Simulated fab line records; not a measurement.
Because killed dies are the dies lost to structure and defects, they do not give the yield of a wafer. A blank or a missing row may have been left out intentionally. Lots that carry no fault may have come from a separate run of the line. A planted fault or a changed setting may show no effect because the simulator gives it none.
fab line records / flow n5Finfet / part 2 of 2: steps 43 to 43 of 43
record lots=5 wafers=15 lastDay=17
route steps=1938 shown BEOL_M1@821 BEOL_M2@841 BEOL_M4@1111 PASSIVATION@1936
lots with no fault: from the same line, run without faults
startH: start of the lot's first displayed wafer, in hours after the record's first day / waitH: hours since the lot's step before / " unchanged from the row above / L1.1+2: one row covering several wafers at once / - no value present, or no start provided / * or withheld: withheld / < > ~ a bound
route shown NAME@n: NAME is a module with steps in the file, n the number in the route of the first one / usual: mean/standard deviation of fault-free wafers / same: alike in all rows / chamber/n: place in a boat / sites: each site's reading / _std_site: how widely they spread, as a standard deviation / _edge_site: outer sites' mean less inner sites' / radiusMm: for every site, how far away it sits from the centre of the wafer / mask NAME#n: copy n / behind: tool/chamber where the wafer was last shaped / hold: reason for holding the lot/hours on hold/outcome of the hold / device: whichever transistor did not switch (one of n, p or np) / end of line: tests of these same wafers at the route's end / where a step has no rows: the recipe by itself / killed: dies that structure and defects cost at the first sort, which is not the same as the wafer's yield / map: a wafer's dies, marking killed ones x, the rest . and places with no die _
set.NAME: setting as actually run; set.NAME@STEP: the setting as run at that earlier step / model.NAME: the simulator's own value behind a step, which no gauge read
a table for each step, a row for each wafer; lots at some steps of the route
services: the hour from which a tool's chamber was out of use, counted from the record's first day as startH (under 0 if before that day), plus the number of hours and why
## steps
# step N5_PASSIVATION_PROBE_49
# usual defectLimitedYield=91.5/1.4 killed_at_M0_to_M3=32/9.7 killed_at_M4_up=14/5.3 killedAtContacts=11/6 killedAtFrontEnd=39/14 killedAtOther=3.3/2.7 killedDies=100/17 killedOnRim=14/4 killedOpen=66/13 killedShort=32/7.4 sort_bin_5_function=4.9/0.9 sort_bin_6_memory=3.2/0.72 sortNPass=1080/17 sortYieldPct=91.5/1.4
# same grossDies=1180 killedAtBackSide=0 sort_bin_4_leakage[%]=0 sort_bin_8_speed[%]=0
lot.wafer=L220.1 tool=prober-01 chamber=- startH=307.79 waitH=0.0 defectLimitedYield[%]=91.4 killed_at_M0_to_M3=29 killed_at_M4_up=25 killedAtContacts=5 killedAtFrontEnd=39 killedAtOther=3 killedDies=101 killedOnRim=18 killedOpen=63 killedShort=28 sort_bin_5_function[%]=4.3 sort_bin_6_memory[%]=3.2 sortNPass=1079 sortYieldPct[%]=91.4
lot.wafer=L220.5 tool=prober-01 chamber=- startH=307.99 waitH=0.2 defectLimitedYield[%]=91.5 killed_at_M0_to_M3=15 killed_at_M4_up=32 killedAtContacts=8 killedAtFrontEnd=45 killedAtOther=0 killedDies=100 killedOnRim=17 killedOpen=57 killedShort=35 sort_bin_5_function[%]=3.8 sort_bin_6_memory[%]=3.6 sortNPass=1080 sortYieldPct[%]=91.5
lot.wafer=L220.6 tool=prober-01 chamber=- startH=308.04 waitH=0.3 defectLimitedYield[%]=90.8 killed_at_M0_to_M3=26 killed_at_M4_up=25 killedAtContacts=11 killedAtFrontEnd=44 killedAtOther=3 killedDies=109 killedOnRim=16 killedOpen=75 killedShort=34 sort_bin_5_function[%]=5.2 sort_bin_6_memory[%]=3.7 sortNPass=1071 sortYieldPct[%]=90.8
lot.wafer=L225.2 tool=prober-02 chamber=- startH=351.42 waitH=0.1 defectLimitedYield[%]=90.1 killed_at_M0_to_M3=40 killed_at_M4_up=13 killedAtContacts=2 killedAtFrontEnd=47 killedAtOther=15 killedDies=117 killedOnRim=18 killedOpen=86 killedShort=31 sort_bin_5_function[%]=6.9 sort_bin_6_memory[%]=2.8 sortNPass=1063 sortYieldPct[%]=90.1
lot.wafer=L225.5 tool=prober-02 chamber=- startH=351.57 waitH=0.2 defectLimitedYield[%]=91.0 killed_at_M0_to_M3=32 killed_at_M4_up=17 killedAtContacts=4 killedAtFrontEnd=47 killedAtOther=6 killedDies=106 killedOnRim=11 killedOpen=75 killedShort=31 sort_bin_5_function[%]=5.8 sort_bin_6_memory[%]=3.1 sortNPass=1074 sortYieldPct[%]=91.0
lot.wafer=L225.6 tool=prober-02 chamber=- startH=351.62 waitH=0.3 defectLimitedYield[%]=92.1 killed_at_M0_to_M3=51 killed_at_M4_up=6 killedAtContacts=6 killedAtFrontEnd=28 killedAtOther=2 killedDies=93 killedOnRim=8 killedOpen=64 killedShort=29 sort_bin_5_function[%]=4.8 sort_bin_6_memory[%]=3.0 sortNPass=1087 sortYieldPct[%]=92.1
lot.wafer=L228.2 tool=prober-02 chamber=- startH=355.61 waitH=0.1 defectLimitedYield[%]=0 killed_at_M0_to_M3=1114 killed_at_M4_up=10 killedAtContacts=20 killedAtFrontEnd=36 killedAtOther=0 killedDies=1180 killedOnRim=152 killedOpen=66 killedShort=31 sort_bin_5_function[%]=5.1 sort_bin_6_memory[%]=3.1 sortNPass=0 sortYieldPct[%]=0
lot.wafer=L228.4 tool=prober-02 chamber=- startH=355.71 waitH=0.2 defectLimitedYield[%]=91.3 killed_at_M0_to_M3=30 killed_at_M4_up=8 killedAtContacts=13 killedAtFrontEnd=49 killedAtOther=3 killedDies=103 killedOnRim=14 killedOpen=64 killedShort=39 sort_bin_5_function[%]=4.1 sort_bin_6_memory[%]=4.4 sortNPass=1077 sortYieldPct[%]=91.3
lot.wafer=L228.6 tool=prober-02 chamber=- startH=355.81 waitH=0.3 defectLimitedYield[%]=92.3 killed_at_M0_to_M3=28 killed_at_M4_up=9 killedAtContacts=15 killedAtFrontEnd=37 killedAtOther=2 killedDies=91 killedOnRim=10 killedOpen=68 killedShort=21 sort_bin_5_function[%]=5.0 sort_bin_6_memory[%]=2.4 sortNPass=1089 sortYieldPct[%]=92.3
lot.wafer=L229.1 tool=prober-02 chamber=- startH=367.85 waitH=0.0 defectLimitedYield[%]=94.4 killed_at_M0_to_M3=28 killed_at_M4_up=3 killedAtContacts=5 killedAtFrontEnd=29 killedAtOther=1 killedDies=66 killedOnRim=9 killedOpen=44 killedShort=20 sort_bin_5_function[%]=3.1 sort_bin_6_memory[%]=2.4 sortNPass=1114 sortYieldPct[%]=94.4
lot.wafer=L229.2 tool=prober-02 chamber=- startH=367.90 waitH=0.1 defectLimitedYield[%]=88.3 killed_at_M0_to_M3=39 killed_at_M4_up=9 killedAtContacts=28 killedAtFrontEnd=56 killedAtOther=6 killedDies=138 killedOnRim=12 killedOpen=96 killedShort=36 sort_bin_5_function[%]=6.8 sort_bin_6_memory[%]=4.0 sortNPass=1042 sortYieldPct[%]=88.3
lot.wafer=L229.5 tool=prober-02 chamber=- startH=368.05 waitH=0.2 defectLimitedYield[%]=93.2 killed_at_M0_to_M3=19 killed_at_M4_up=7 killedAtContacts=14 killedAtFrontEnd=32 killedAtOther=8 killedDies=80 killedOnRim=12 killedOpen=62 killedShort=17 sort_bin_5_function[%]=4.4 sort_bin_6_memory[%]=2.3 sortNPass=1100 sortYieldPct[%]=93.2
lot.wafer=L236.1 tool=prober-01 chamber=- startH=402.96 waitH=0.0 defectLimitedYield[%]=93.0 killed_at_M0_to_M3=23 killed_at_M4_up=17 killedAtContacts=8 killedAtFrontEnd=31 killedAtOther=4 killedDies=83 killedOnRim=8 killedOpen=60 killedShort=21 sort_bin_5_function[%]=5.0 sort_bin_6_memory[%]=1.9 sortNPass=1097 sortYieldPct[%]=93.0
lot.wafer=L236.4 tool=prober-01 chamber=- startH=403.11 waitH=0.2 defectLimitedYield[%]=94.2 killed_at_M0_to_M3=30 killed_at_M4_up=5 killedAtContacts=7 killedAtFrontEnd=25 killedAtOther=1 killedDies=68 killedOnRim=10 killedOpen=39 killedShort=28 sort_bin_5_function[%]=3.3 sort_bin_6_memory[%]=2.0 sortNPass=1112 sortYieldPct[%]=94.2
lot.wafer=L236.5 tool=prober-01 chamber=- startH=403.16 waitH=0.2 defectLimitedYield[%]=92.0 killed_at_M0_to_M3=25 killed_at_M4_up=11 killedAtContacts=18 killedAtFrontEnd=36 killedAtOther=4 killedDies=94 killedOnRim=11 killedOpen=66 killedShort=28 sort_bin_5_function[%]=4.4 sort_bin_6_memory[%]=3.3 sortNPass=1086 sortYieldPct[%]=92.0
# killed by level:class
L220.1 BEOL_M4:geometricParticle:open=13 HKMG_FIN:areaEtch=8 BEOL_M0_SAQP:geometricParticle:open=7 STI_FIN_REVEAL:geometricParticle:open=6 BEOL_M1:geometricParticle:open=6 FIN_SAQP:geometricParticle:short=5 MOL_CONTACT_COAG:geometricParticle:open=5 BEOL_M2:geometricParticle:open=5
L220.5 BEOL_M4:geometricParticle:open=16 FIN_SAQP:geometricParticle:open=8 STI_FIN_REVEAL:geometricParticle:open=8 FIN_SAQP:geometricParticle:short=7 HKMG_FIN:areaEtch=7 MOL_CONTACT_COAG:geometricParticle:open=6 BEOL_M4:geometricParticle:short=6 GATE_CUT:geometricParticle:short=5
L220.6 BEOL_M4:geometricParticle:open=14 STI_FIN_REVEAL:geometricParticle:open=7 MOL_CONTACT_COAG:geometricParticle:open=7 BEOL_M1:geometricParticle:open=6 DUMMY_GATE:geometricParticle:open=5 ILD0:geometricParticle:open=5 GATE_CUT:geometricParticle:open=5 BEOL_M0:geometricParticle:open=5
L225.2 BEOL_M0_SAQP:geometricParticle:short=10 FIN_SAQP:geometricParticle:short=9 FIN_SAQP:geometricParticle:open=8 STI_FIN_REVEAL:geometricParticle:open=8 BEOL_M0_SAQP:geometricParticle:open=8 BEOL_M1:geometricParticle:open=8 BEOL_M3:geometricParticle:open=8 MIM_TOP_ETCH:geometricParticle:open=7
L225.5 DUMMY_GATE:geometricParticle:open=16 BEOL_M3:geometricParticle:open=14 FIN_SAQP:geometricParticle:short=6 STI_FIN_REVEAL:geometricParticle:open=6 BEOL_M0_SAQP:geometricParticle:short=6 BEOL_M4:geometricParticle:open=5 DUMMY_GATE:geometricParticle:short=4 MOL_CONTACT_COAG:geometricParticle:open=4
L225.6 BEOL_M0_SAQP:geometricParticle:open=10 BEOL_M3:geometricParticle:open=10 BEOL_M0_SAQP:geometricParticle:short=8 BEOL_M2:geometricParticle:open=7 BEOL_M1:geometricParticle:open=5 MOL_CONTACT_COAG:geometricParticle:open=5 FIN_SAQP:geometricParticle:open=4 STI_FIN_REVEAL:geometricParticle:open=4
L228.2 BEOL_M1:areaCmp=1082 MOL_CONTACT_COAG:geometricParticle:open=16 BEOL_M0_SAQP:geometricParticle:open=10 STI_FIN_REVEAL:geometricParticle:open=9 BEOL_M2:geometricParticle:open=9 BEOL_M0_SAQP:geometricParticle:short=7 STARTING-WAFER:geometricParticle:short=6 BEOL_M4:geometricParticle:open=6
L228.4 STI_FIN_REVEAL:geometricParticle:open=23 BEOL_M0_SAQP:geometricParticle:open=11 BEOL_M0_SAQP:geometricParticle:short=11 STI_FIN_REVEAL:geometricParticle:short=9 MOL_CONTACT_COAG:geometricParticle:open=8 MOL_CONTACT_COAG:geometricParticle:short=5 BEOL_M3:geometricParticle:open=4 FIN_SAQP:geometricParticle:open=3
L228.6 STI_FIN_REVEAL:geometricParticle:open=14 MOL_CONTACT_COAG:geometricParticle:open=14 BEOL_M0_SAQP:geometricParticle:open=11 FIN_SAQP:geometricParticle:open=6 BEOL_M0_SAQP:geometricParticle:short=6 BEOL_M4:geometricParticle:open=6 FIN_SAQP:geometricParticle:short=4 BEOL_M2:geometricParticle:open=4
L229.1 BEOL_M2:geometricParticle:open=9 GATE_CUT:geometricParticle:open=5 MOL_CONTACT_COAG:geometricParticle:open=5 BEOL_M0_SAQP:geometricParticle:short=5 BEOL_M3:geometricParticle:open=5 FIN_SAQP:geometricParticle:short=4 GATE_CUT:geometricParticle:short=4 FIN_SAQP:geometricParticle:open=3
L229.2 MOL_CONTACT_COAG:geometricParticle:open=24 FIN_SAQP:geometricParticle:open=17 STI_FIN_REVEAL:geometricParticle:open=10 BEOL_M3:geometricParticle:open=9 BEOL_M0_SAQP:geometricParticle:short=7 BEOL_M0_SAQP:geometricParticle:open=6 BEOL_M2:geometricParticle:open=6 HKMG_FIN:areaEtch=6
L229.5 MOL_CONTACT_COAG:geometricParticle:open=13 DUMMY_GATE:geometricParticle:open=9 FIN_SAQP:geometricParticle:open=6 BEOL_M0:geometricParticle:open=6 STI_FIN_REVEAL:geometricParticle:open=5 PASS1_DEP:geometricParticle:open=5 BEOL_M4:geometricParticle:open=3 BEOL_M2:geometricParticle:open=3
L236.1 STI_FIN_REVEAL:geometricParticle:open=13 BEOL_M4:geometricParticle:open=8 BEOL_M3:geometricParticle:open=8 FIN_SAQP:geometricParticle:open=7 MOL_CONTACT_COAG:geometricParticle:open=5 FIN_SAQP:geometricParticle:short=3 MOL_CONTACT_COAG:geometricParticle:short=3 BEOL_M0_SAQP:geometricParticle:open=3
L236.4 BEOL_M1:geometricParticle:open=7 FIN_SAQP:geometricParticle:open=6 BEOL_M0_SAQP:geometricParticle:short=6 FIN_SAQP:geometricParticle:short=5 MOL_CONTACT_COAG:geometricParticle:open=5 BEOL_M1:geometricParticle:short=5 GATE_CUT:geometricParticle:short=4 BEOL_M4:geometricParticle:open=4
L236.5 MOL_CONTACT_COAG:geometricParticle:open=16 BEOL_M2:geometricParticle:open=6 BEOL_M3:geometricParticle:open=6 STI_FIN_REVEAL:geometricParticle:open=5 GATE_CUT:geometricParticle:short=5 BEOL_M5:geometricParticle:open=5 STARTING-WAFER:geometricParticle:open=5 DUMMY_GATE:geometricParticle:open=4
# map L228.2 (x killed, . not)
_________________xxxxxxxxxxxx________________
______________xxxxxxxxxxxxxxxxxx_____________
___________xxxxxxxxxxxxxxxxxxxxxxxx__________
__________xxxxxxxxxxxxxxxxxxxxxxxxxx_________
________xxxxxxxxxxxxxxxxxxxxxxxxxxxxxx_______
_______xxxxxxxxxxxxxxxxxxxxxxxxxxxxxxxx______
______xxxxxxxxxxxxxxxxxxxxxxxxxxxxxxxxxx_____
_____xxxxxxxxxxxxxxxxxxxxxxxxxxxxxxxxxxxx____
____xxxxxxxxxxxxxxxxxxxxxxxxxxxxxxxxxxxxxx___
___xxxxxxxxxxxxxxxxxxxxxxxxxxxxxxxxxxxxxxxx__
___xxxxxxxxxxxxxxxxxxxxxxxxxxxxxxxxxxxxxxxx__
__xxxxxxxxxxxxxxxxxxxxxxxxxxxxxxxxxxxxxxxxxx_
__xxxxxxxxxxxxxxxxxxxxxxxxxxxxxxxxxxxxxxxxxx_
_xxxxxxxxxxxxxxxxxxxxxxxxxxxxxxxxxxxxxxxxxxxx
_xxxxxxxxxxxxxxxxxxxxxxxxxxxxxxxxxxxxxxxxxxxx
_xxxxxxxxxxxxxxxxxxxxxxxxxxxxxxxxxxxxxxxxxxxx
_xxxxxxxxxxxxxxxxxxxxxxxxxxxxxxxxxxxxxxxxxxxx
_xxxxxxxxxxxxxxxxxxxxxxxxxxxxxxxxxxxxxxxxxxxx
_xxxxxxxxxxxxxxxxxxxxxxxxxxxxxxxxxxxxxxxxxxxx
_xxxxxxxxxxxxxxxxxxxxxxxxxxxxxxxxxxxxxxxxxxxx
_xxxxxxxxxxxxxxxxxxxxxxxxxxxxxxxxxxxxxxxxxxxx
__xxxxxxxxxxxxxxxxxxxxxxxxxxxxxxxxxxxxxxxxxx_
__xxxxxxxxxxxxxxxxxxxxxxxxxxxxxxxxxxxxxxxxxx_
___xxxxxxxxxxxxxxxxxxxxxxxxxxxxxxxxxxxxxxxx__
___xxxxxxxxxxxxxxxxxxxxxxxxxxxxxxxxxxxxxxxx__
____xxxxxxxxxxxxxxxxxxxxxxxxxxxxxxxxxxxxxx___
_____xxxxxxxxxxxxxxxxxxxxxxxxxxxxxxxxxxxx____
______xxxxxxxxxxxxxxxxxxxxxxxxxxxxxxxxxx_____
_______xxxxxxxxxxxxxxxxxxxxxxxxxxxxxxxx______
________xxxxxxxxxxxxxxxxxxxxxxxxxxxxxx_______
__________xxxxxxxxxxxxxxxxxxxxxxxxxx_________
___________xxxxxxxxxxxxxxxxxxxxxxxx__________
______________xxxxxxxxxxxxxxxxxx_____________
_________________xxxxxxxxxxxx________________
# map L225.2 (x killed, . not)
_________________............________________
______________.x......xx...x..x._____________
___________x...................x.x.__________
__________.x........................_________
________....x..x......................_______
_______.........x......x...x.....x.x.x.______
______....x..x...x...........x.........._____
_____...x.............................x..____
____..x.........x......x..x............x.x___
___.x.........................x..x....x....__
___.........x.........x.............x.x....__
__.........x.............x........x........._
__....xxx..................xx..............._
_x...x........x...............x.x...x.....x..
_.............x.............x.x..............
_x.......x.......x.x.....x.......x...........
_.........x...........x......................
_......x......................x..............
_..xx...............x.........x...........x..
_.x................x.....x.xx.......x...xx...
_...................x........................
__............x............................._
__..........................x............x.._
___...........x.....x....x....x..xx........__
___.x...x..................x.......xx.x..x.__
____......................................___
_____.......................x.x..........____
______...........x.................x...._____
_______.xx..............x..............______
________.....xx.....xx.x....x........._______
__________x..........x.....x...x...x_________
___________...........x............__________
______________x..........x.....x_____________
_________________............________________
## services
tool=pecvd-04 chamber=- startH=150.90 hours=5.4 kind=repair
tool=pecvd-04 chamber=1 startH=158.40 hours=2.1 kind=scheduledDown
tool=cmp-04 chamber=- startH=158.74 hours=3.8 kind=repair
tool=cmp-02 chamber=- startH=178.01 hours=4.0 kind=pm
tool=pecvd-03 chamber=2 startH=178.74 hours=5.0 kind=scheduledDown
tool=cmp-02 chamber=- startH=182.01 hours=- kind=consumableReplace:conditioner
tool=cmp-02 chamber=- startH=182.01 hours=- kind=consumableReplace:pad
tool=cmp-03 chamber=- startH=184.14 hours=4.0 kind=pm
tool=cmp-03 chamber=- startH=188.14 hours=- kind=consumableReplace:conditioner
tool=cmp-03 chamber=- startH=188.14 hours=- kind=consumableReplace:pad
tool=cmp-02 chamber=- startH=210.96 hours=1.2 kind=repair
tool=pecvd-03 chamber=2 startH=214.79 hours=5.7 kind=repair
tool=cmp-04 chamber=- startH=219.35 hours=4.8 kind=pm
tool=cmp-04 chamber=- startH=230.39 hours=0.8 kind=repair
tool=cmp-04 chamber=- startH=244.50 hours=5.0 kind=repair
tool=pecvd-02 chamber=- startH=245.16 hours=1.7 kind=repair
tool=cmp-02 chamber=- startH=256.81 hours=4.4 kind=pm
## key
firstSign step=N5_BEOL_M1_CMP_52 reading=overpolishRunS direction=down sigmas=99+ usual=6.800 struck=0.037
effect step=N5_BEOL_M1_CMP_52 reading=barrierFieldEndpointS direction=up sigmas=28 usual=25.1 struck=41.3
effect step=N5_BEOL_M1_THK_MEAS_53 reading=M1_THK direction=up sigmas=78 usual=40.2 struck=170.9
effect step=N5_BEOL_M1_INSPECT_59 reading=rawDefectCount direction=up sigmas=67 usual=69 struck=1573
effect step=N5_PASSIVATION_PROBE_49 reading=killed_at_M0_to_M3 direction=up sigmas=99+ usual=32 struck=1114
moreKillsBornAt N5_BEOL_M1_CMP_52@cmp-03=1082
metAt N5_BEOL_M1_CMP_52
struckWafers L228.2
laterRowsLeftOut L228.2
onsetBetween 218.44 221.25
fault kind=processParameterDrift tool=cmp-03 chamber=- onsetH=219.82 steps=N5_BEOL_M1_CMP_52 channel=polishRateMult offset=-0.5 shape=step endH=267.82 scope=struckWafersOnly
# laterRowsLeftOut: the simulator's readings of these wafers behind a module that went badly wrong aren't trusted and aren't shown, but for the sort
